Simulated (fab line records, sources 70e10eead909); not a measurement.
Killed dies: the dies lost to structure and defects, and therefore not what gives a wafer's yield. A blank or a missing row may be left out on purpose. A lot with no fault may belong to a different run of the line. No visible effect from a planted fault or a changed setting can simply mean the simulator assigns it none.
fab line records ; flow nand_harc
[record] lots = 15; wafers = 43; last_day = 34
route steps=1302 shown A_CONTACT@1028 A_M1@1180 A_BONDPAD@1215 END@1302
lots with no fault: from the same line, run without faults
start_h: the number of hours between the record's first day and the start of the first shown wafer of the lot ; wait_h: time in hours since the lot's previous step ; " as in the row above ; L1.1+2: one row covering several wafers at once ; - no value present, or no start provided ; * or withheld: withheld ; < > ~ a bound
route shown NAME@n: names a module that has steps shown in the file, with the first one's number in the route ; usual: mean/standard deviation taken from wafers without a fault ; same: alike in all rows ; chamber/n: place in a boat ; sites: readings site by site ; _std_site: the values' standard deviation ; _edge_site: the outer-site mean with the inner-site mean subtracted ; radius_mm: for every site, how far away it sits from the centre of the wafer ; mask NAME#n: copy n ; behind: the tool/chamber that last shaped the wafer ; hold: the reason the lot was held/the length of the hold in hours/how it ended ; device: whichever transistor did not switch (one of n, p or np) ; end of line: at the end of the route, the tests of the same wafers ; a step without rows: its recipe alone ; killed: the dies lost at the first sort to structure and to defects; this is not the yield of the wafer ; map: shows each die of a wafer: x if killed, . if not, _ if none is there
set.NAME: the run value of the setting; set.NAME@STEP: its run value at that earlier step ; model.NAME: the simulator's own value behind a step, which no gauge read
steps of the route over a sample of lots; a table a step, a row a wafer
services: a tool's chamber out of use, with start hour (start_h, from the record's first day; less than 0 if before it), hours out, and reason
[[steps]]
[step NHARC_A_CONTACT_DEP_58]
[recipe] target_thk_a = 900; target_thk_nm = 90; temp_c = 400; pressure_torr = 3.5; flow_sccm = 200; rf_w = 350; material = SiON
[usual] heater_power_w = 745/91
lot.wafer;tool;chamber;start_h;wait_h;heater_power_w;since_wet_clean_h
L237.3;pecvd-01;2;508.03;1.6;758;3
L237.2;pecvd-01;1;508.03;1.6;719;3
L237.6;pecvd-01;1;508.03;1.6;707;-
L236.2;pecvd-01;2;510.60;2.2;855;5
L236.6;pecvd-01;0;510.60;2.2;698;-
L236.5;pecvd-01;1;510.60;2.2;673;-
L238.2;pecvd-04;2;521.53;2.2;825;59
L238.5;pecvd-04;1;521.53;2.2;785;-
L238.6;pecvd-04;2;521.53;2.2;840;-
L240.1;pecvd-04;1;536.78;2.7;767;74
L240.3;pecvd-04;0;536.78;2.7;635;74
L240.5;pecvd-04;0;536.78;2.7;609;-
L239.1;pecvd-02;1;536.97;2.7;778;116
L239.6;pecvd-02;0;536.97;2.7;933;-
L239.4;pecvd-02;1;536.97;2.7;809;-
L241.2;pecvd-02;0;568.22;2.2;804;147
L241.1;pecvd-02;1;568.22;2.2;745;147
L241.3;pecvd-02;2;568.22;2.2;646;147
L244.2;pecvd-01;1;574.00;2.2;705;69
L244.4;pecvd-01;2;574.00;2.2;839;-
L244.5;pecvd-01;0;574.00;2.2;612;-
L242.3;pecvd-02;0;581.42;1.7;882;160
L242.1;pecvd-02;1;581.42;1.7;800;160
L242.6;pecvd-02;2;581.42;1.7;654;-
L250.2;pecvd-04;1;646.27;2.2;718;2
L250.5;pecvd-04;2;646.27;2.2;907;-
L248.2;pecvd-04;0;648.75;2.2;689;5
L248.1;pecvd-04;1;648.75;2.2;741;5
L248.3;pecvd-04;2;648.75;2.2;915;5
L249.3;pecvd-04;1;656.32;1.6;751;12
L249.2;pecvd-04;0;656.32;1.6;712;12
L254.2;pecvd-01;0;673.35;2.3;709;168
L254.3;pecvd-01;1;673.35;2.3;661;-
L254.5;pecvd-01;0;673.35;2.3;687;-
L256.1;pecvd-01;2;704.58;2.7;790;18
L256.5;pecvd-01;2;704.58;2.7;793;-
L256.4;pecvd-01;0;704.58;2.7;652;-
L258.3;pecvd-02;2;728.69;1.7;675;126
L258.6;pecvd-02;0;728.69;1.7;894;-
L258.4;pecvd-02;1;728.69;1.7;844;-
L257.3;pecvd-04;2;764.31;1.6;900;120
L257.2;pecvd-04;1;764.31;1.6;716;120
L257.6;pecvd-04;2;764.31;1.6;922;-
[step NHARC_A_M1_OVL_MEAS_10]
[recipe] pitch_nm = 240
[usual] overlay_x_nm = 0.1/0.73; overlay_y_nm = -0.1/0.79
lot.wafer;tool;chamber;start_h;wait_h;overlay_x_nm;overlay_y_nm
L237.2;overlay-02;-;531.17;-;-0.1;-1.0
L237.3;overlay-02;-;531.17;-;-0.1;-1.3
L237.6;overlay-02;-;531.17;-;-0.3;-0.9
L236.2;overlay-02;-;533.60;-;0.1;-0.3
L236.5;overlay-02;-;533.60;-;0.1;-0.5
L236.6;overlay-02;-;533.60;-;0.1;-0.4
L238.2;overlay-01;-;546.37;-;-0.9;0.3
L238.5;overlay-01;-;546.37;-;-0.4;0.7
L238.6;overlay-01;-;546.37;-;-0.9;0.5
L240.1;overlay-01;-;560.04;-;0.5;1.0
L240.3;overlay-01;-;560.04;-;0.0;0.4
L240.5;overlay-01;-;560.04;-;0.6;0.5
L239.1;overlay-01;-;560.36;-;-1.6;0.4
L239.4;overlay-01;-;560.36;-;-1.4;0.2
L239.6;overlay-01;-;560.36;-;-1.4;0.3
L241.1;overlay-01;-;595.72;-;-0.1;0.9
L241.2;overlay-01;-;595.72;-;0.5;0.5
L241.3;overlay-01;-;595.72;-;0.1;0.9
L244.2;overlay-02;-;602.15;-;-0.9;0.1
L244.4;overlay-02;-;602.15;-;0.3;0.8
L244.5;overlay-02;-;602.15;-;-0.1;0.7
L242.1;overlay-02;-;607.50;-;0.2;-0.1
L242.3;overlay-02;-;607.50;-;0.4;-0.2
L242.6;overlay-02;-;607.50;-;0.8;-0.4
L248.1;overlay-02;-;675.89;-;1.7;-0.4
L248.3;overlay-02;-;675.89;-;2.2;-0.5
L249.3;overlay-01;-;685.42;-;0.7;-0.5
L254.2;overlay-01;-;697.52;-;0.7;-0.8
L254.3;overlay-01;-;697.52;-;0.7;-0.5
L254.5;overlay-01;-;697.52;-;0.2;-1.0
L256.1;overlay-01;-;730.24;-;0.1;0.8
L256.4;overlay-01;-;730.24;-;-0.5;-0.1
L256.5;overlay-01;-;730.24;-;0.4;-0.2
L258.3;overlay-02;-;752.06;-;0.9;0.5
L258.4;overlay-02;-;752.06;-;1.1;0.0
L258.6;overlay-02;-;752.06;-;1.0;0.3
L257.2;overlay-02;-;787.20;-;-0.3;0.9
L257.3;overlay-02;-;787.20;-;0.7;1.0
L257.6;overlay-02;-;787.20;-;-0.5;0.9
[step NHARC_A_M1_INSPECT_27]
[usual] raw_defect_count = 559/140
lot.wafer;tool;chamber;start_h;wait_h;raw_defect_count
L237.2;defect_inspect-02;-;533.90;0.0;485
L237.3;defect_inspect-02;-;533.90;0.0;441
L237.6;defect_inspect-02;-;533.90;0.0;431
L236.2;defect_inspect-01;-;536.30;0.0;382
L236.5;defect_inspect-01;-;536.30;0.0;385
L236.6;defect_inspect-01;-;536.30;0.0;435
L238.2;defect_inspect-02;-;549.04;0.0;499
L238.5;defect_inspect-02;-;549.04;0.0;528
L238.6;defect_inspect-02;-;549.04;0.0;551
L240.1;defect_inspect-01;-;562.72;0.0;609
L240.3;defect_inspect-01;-;562.72;0.0;569
L240.5;defect_inspect-01;-;562.72;0.0;743
L239.1;defect_inspect-01;-;563.02;0.0;1010
L239.4;defect_inspect-01;-;563.02;0.0;651
L239.6;defect_inspect-01;-;563.02;0.0;794
L241.1;defect_inspect-02;-;598.38;0.0;866
L241.2;defect_inspect-02;-;598.38;0.0;591
L241.3;defect_inspect-02;-;598.38;0.0;432
L244.2;defect_inspect-02;-;604.86;0.0;470
L244.4;defect_inspect-02;-;604.86;0.0;571
L244.5;defect_inspect-02;-;604.86;0.0;428
L242.1;defect_inspect-01;-;610.19;0.0;655
L242.3;defect_inspect-01;-;610.19;0.0;435
L242.6;defect_inspect-01;-;610.19;0.0;513
L248.1;defect_inspect-01;-;678.58;0.0;422
L248.3;defect_inspect-01;-;678.58;0.0;591
L249.3;defect_inspect-01;-;688.09;0.0;362
L254.2;defect_inspect-01;-;700.21;0.0;431
L254.3;defect_inspect-01;-;700.21;0.0;474
L254.5;defect_inspect-01;-;700.21;0.0;479
L256.1;defect_inspect-01;-;732.91;0.0;615
L256.4;defect_inspect-01;-;732.91;0.0;548
L256.5;defect_inspect-01;-;732.91;0.0;658
L258.3;defect_inspect-01;-;754.74;0.0;548
L258.4;defect_inspect-01;-;754.74;0.0;488
L258.6;defect_inspect-01;-;754.74;0.0;503
L257.2;defect_inspect-02;-;789.94;0.0;669
L257.3;defect_inspect-02;-;789.94;0.0;615
L257.6;defect_inspect-02;-;789.94;0.0;892
[step NHARC_A_BONDPAD_CD_MEAS_09]
[recipe] target_cd_nm = 500; landing_energy_ev = 500
[usual] cd_nm = 499.5/1.3
lot.wafer;tool;chamber;start_h;wait_h;cd_nm
L237.2;cd_sem-02;0;535.82;-;498.4
L237.3;cd_sem-02;0;535.82;-;498.7
L237.6;cd_sem-02;0;535.82;-;499.9
L236.2;cd_sem-03;0;538.11;-;499.2
L236.5;cd_sem-03;0;538.11;-;498.9
L236.6;cd_sem-03;0;538.11;-;501.8
L238.2;cd_sem-02;0;551.10;-;500.3
L238.5;cd_sem-02;0;551.10;-;501.6
L238.6;cd_sem-02;0;551.10;-;499.3
L240.1;cd_sem-01;0;564.52;-;498.6
L240.3;cd_sem-01;0;564.52;-;497.7
L240.5;cd_sem-01;0;564.52;-;497.9
L239.1;cd_sem-03;0;564.96;-;498.7
L239.4;cd_sem-03;0;564.96;-;500.3
L239.6;cd_sem-03;0;564.96;-;499.2
L241.1;cd_sem-03;0;600.29;-;500.1
L241.2;cd_sem-03;0;600.29;-;499.6
L241.3;cd_sem-03;0;600.29;-;499.9
L244.2;cd_sem-03;0;606.68;-;498.1
L244.4;cd_sem-03;0;606.68;-;498.9
L244.5;cd_sem-03;0;606.68;-;497.0
L242.1;cd_sem-01;0;611.99;-;498.2
L242.3;cd_sem-01;0;611.99;-;497.1
L242.6;cd_sem-01;0;611.99;-;498.3
L248.1;cd_sem-02;0;680.68;-;500.9
L248.3;cd_sem-02;0;680.68;-;500.9
L249.3;cd_sem-02;0;689.92;-;497.7
L254.2;cd_sem-01;0;702.09;-;499.8
L254.3;cd_sem-01;0;702.09;-;500.6
L254.5;cd_sem-01;0;702.09;-;499.5
L256.1;cd_sem-03;0;735.00;-;499.6
L256.4;cd_sem-03;0;735.00;-;501.1
L256.5;cd_sem-03;0;735.00;-;499.6
L258.3;cd_sem-02;0;756.66;-;500.2
L258.4;cd_sem-02;0;756.66;-;502.1
L258.6;cd_sem-02;0;756.66;-;500.4
L257.2;cd_sem-02;0;791.87;-;499.6
L257.3;cd_sem-02;0;791.87;-;499.1
L257.6;cd_sem-02;0;791.87;-;499.1
[step NHARC_END_SORT_01]
[recipe] temp_c = 25
[usual] killed_at_array = 58/15; killed_at_other = 0.8/1.2; killed_at_periphery = 3.5/2.5; killed_dies = 62/15; killed_open = 3.2/1.7; killed_short = 2.4/1.5
[same] gross_dies = 677
lot.wafer;tool;chamber;start_h;wait_h;killed_at_array;killed_at_other;killed_at_periphery;killed_dies;killed_open;killed_short
L248.1;prober-02;0;708.06;2.5;36;0;3;39;3;4
L248.2;prober-02;0;708.86;2.8;666;0;6;672;3;3
L248.3;prober-02;0;709.66;3.1;25;0;8;33;3;3
L250.2;prober-01;0;708.78;2.8;674;0;2;676;4;3
L250.5;prober-01;0;711.15;3.7;659;0;3;662;7;1
L249.2;prober-01;0;724.27;2.8;673;1;2;676;2;2
L249.3;prober-01;0;725.08;3.1;38;2;3;43;3;3
// killed by level:class
L248.1 A_CHANNEL_HOLE_D1:chamber_film_flake=12 A_CONTACT:chamber_film_flake=5 A_SLIT:chamber_film_flake=4 A_SOURCE_PLATE:geometric_particle:short=2 A_BLC:geometric_particle:open=2 A_DECK1_JOINT:chamber_film_flake=2 A_CHANNEL_HOLE_D2:chamber_film_flake=2 A_STAIRCASE:chamber_film_flake=2
L250.2 A_CONTACT:area_dep=612 A_SLIT:chamber_film_flake=34 A_CHANNEL_HOLE_D1:chamber_film_flake=8 A_SGD_CUT:chamber_film_flake=5 A_CHANNEL_FILL_D2:chamber_film_flake=3 A_CONTACT:chamber_film_flake=3 A_ONON_D2:geometric_particle:short=2 A_STAIRCASE:chamber_film_flake=2
L248.2 A_CONTACT:area_dep=642 A_CHANNEL_HOLE_D1:chamber_film_flake=9 A_DECK1_JOINT:chamber_film_flake=4 A_CHANNEL_FILL_D1:chamber_film_flake=3 P_M0:geometric_particle:open=2 P_GATE:chamber_film_flake=2 P_CONTACT:geometric_particle:short=1 A_CHANNEL_HOLE_D1:geometric_particle:short=1
L248.3 A_CONTACT:chamber_film_flake=8 A_CHANNEL_HOLE_D1:chamber_film_flake=4 P_STI:chamber_film_flake=3 A_SLIT:chamber_film_flake=3 P_GATE:chamber_film_flake=2 A_CHANNEL_HOLE_D2:chamber_film_flake=2 P_CONTACT:geometric_particle:short=1 A_ONON_D1:geometric_particle:open=1
L250.5 A_CONTACT:area_dep=602 A_SLIT:chamber_film_flake=33 A_STAIRCASE:chamber_film_flake=4 A_SGD_CUT:chamber_film_flake=4 A_CONTACT:chamber_film_flake=4 A_CHANNEL_HOLE_D1:chamber_film_flake=3 A_CHANNEL_HOLE_D2:geometric_particle:open=2 P_GATE:geometric_particle:open=1
L249.2 A_CONTACT:area_dep=642 A_CHANNEL_HOLE_D1:chamber_film_flake=10 A_STAIRCASE:chamber_film_flake=6 A_SLIT:chamber_film_flake=4 A_BONDPAD:chamber_film_flake=4 A_DECK1_JOINT:geometric_particle:open=1 A_CHANNEL_FILL_D2:geometric_particle:short=1 A_M0:geometric_particle:open=1
L249.3 A_STAIRCASE:chamber_film_flake=11 A_CHANNEL_HOLE_D1:chamber_film_flake=8 A_BONDPAD:chamber_film_flake=6 A_CONTACT:chamber_film_flake=4 A_CHANNEL_FILL_D2:geometric_particle:short=2 P_GATE:chamber_film_flake=2 A_CHANNEL_HOLE_D2:chamber_film_flake=2 A_M0:chamber_film_flake=2
[[services]]
tool;chamber;start_h;hours;kind
pecvd-01;-;492.43;13.0;pm
pecvd-01;0;492.43;13.0;vent_cycle
pecvd-01;1;492.43;13.0;vent_cycle
pecvd-01;2;492.43;13.0;vent_cycle
pecvd-01;0;505.43;-;clean
pecvd-01;1;505.43;-;clean
pecvd-01;2;505.43;-;clean
pecvd-01;0;515.57;7.1;repair
pecvd-02;-;515.73;1.5;repair
pecvd-04;-;525.46;1.0;repair
pecvd-04;-;533.62;0.5;repair
pecvd-02;-;589.35;13.0;pm
pecvd-04;-;605.56;0.6;repair
pecvd-04;-;631.00;13.0;pm
pecvd-04;0;631.00;16.0;vent_cycle
pecvd-04;1;631.00;13.0;vent_cycle
pecvd-04;2;631.00;13.0;vent_cycle
pecvd-04;1;644.00;-;clean
pecvd-04;2;644.00;-;clean
pecvd-01;2;658.08;21.1;repair
pecvd-01;-;673.57;13.0;pm
pecvd-01;0;673.57;13.0;vent_cycle
pecvd-01;1;673.57;13.0;vent_cycle
pecvd-01;0;686.57;-;clean
[[key]]
[first_sign] step = NHARC_END_SORT_01; reading = killed_dies; direction = up; sigmas = 41; usual = 62; struck = 672
[effect] step = NHARC_END_SORT_01; reading = killed_at_array; direction = up; sigmas = 40; usual = 58; struck = 668
[more_kills_born_at] NHARC_A_CONTACT_DEP_58@pecvd-04 = 2498
met_at NHARC_A_CONTACT_DEP_58
struck_lots L248,L249,L250
struck_wafers L248.2,L249.2,L250.2,L250.5
later_rows_left_out L248.2,L249.2,L250.2,L250.5
tester_left_out L248,L249,L250
not_acting_at NHARC_A_M1_OVL_MEAS_10,NHARC_A_M1_INSPECT_27,NHARC_A_BONDPAD_CD_MEAS_09
onset_between 536.78 646.27
[fault] kind = process_parameter_drift; tool = pecvd-04; chamber = -; onset_h = 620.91; steps = NHARC_A_CONTACT_DEP_58; channel = target_thk_a; offset = *; shape = step; end_h = 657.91; scope = struck_wafers_only; acts_in = *; stated = *
// tester_left_out: of these lots the tester's yield and bins aren't shown, on N5 and GAA mostly nor the transistor test; their killed dies are dies lost to structure and defects alone, not to doping, threshold or leakage, so they don't give the yield
// later_rows_left_out: the simulator's readings of these wafers behind a module that went badly wrong aren't trusted and aren't shown, but for the sort
